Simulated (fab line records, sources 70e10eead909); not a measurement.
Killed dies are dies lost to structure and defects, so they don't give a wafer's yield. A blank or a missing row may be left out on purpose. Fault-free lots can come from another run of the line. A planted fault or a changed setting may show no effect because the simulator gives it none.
Chamber matching / flow nandHarc / NHARC_A_M1_ETCH_35 on rieDiel-10 has 4 sister chambers
The step etches the open film in N2/H2, target depth 40 nm, overetch 12 nm, time 43.94 s. 4 wafers are shown with their chamber, then 10 later ones without.

== WAFERS WITH THEIR CHAMBER ==
wafer=L080.4; chamber=3; showerheadPlenumPTorr (Torr)=1.92
wafer=L086.2; chamber=1; showerheadPlenumPTorr (Torr)=2.08
wafer=L085.4; chamber=2; showerheadPlenumPTorr (Torr)=2.11
wafer=L085.5; chamber=0; showerheadPlenumPTorr (Torr)=1.93

== WAFERS WITH NO CHAMBER GIVEN ==
wafer=L085.6; showerheadPlenumPTorr (Torr)=2.08
wafer=L090.4; showerheadPlenumPTorr (Torr)=1.93
wafer=L090.5; showerheadPlenumPTorr (Torr)=1.92
wafer=L090.6; showerheadPlenumPTorr (Torr)=1.93
wafer=L091.1; showerheadPlenumPTorr (Torr)=1.91
wafer=L091.3; showerheadPlenumPTorr (Torr)=1.93
wafer=L091.5; showerheadPlenumPTorr (Torr)=1.93
wafer=L089.1; showerheadPlenumPTorr (Torr)=1.93
wafer=L089.3; showerheadPlenumPTorr (Torr)=1.92
wafer=L089.6; showerheadPlenumPTorr (Torr)=1.92

== EACH ONE'S CHAMBER ==
wafer=L085.6; from the rows above=1; in truth=1
wafer=L090.4; from the rows above=0; in truth=0
wafer=L090.5; from the rows above=3; in truth=3
wafer=L090.6; from the rows above=0; in truth=0
wafer=L091.1; from the rows above=3; in truth=3
wafer=L091.3; from the rows above=0; in truth=0
wafer=L091.5; from the rows above=0; in truth=0
wafer=L089.1; from the rows above=0; in truth=0
wafer=L089.3; from the rows above=3; in truth=3
wafer=L089.6; from the rows above=3; in truth=3
Correct placement for 10 of the 10. Not placeable from these rows: 0. Placed wrongly: 0.
How it was worked out, from the rows above alone: a wafer's distance from a chamber is the root of the sum, over the readings, of the square of ((its reading less the chamber's mean) divided by the reading's scatter). The wafer belongs to the nearest chamber; if the next one is less than 2 further off, it can't be placed. The mean given for a chamber averages the wafers shown for that chamber. The scatter: with one shown wafer a chamber, the root of the mean of the squares of how far each hidden wafer lies from its nearest shown one.
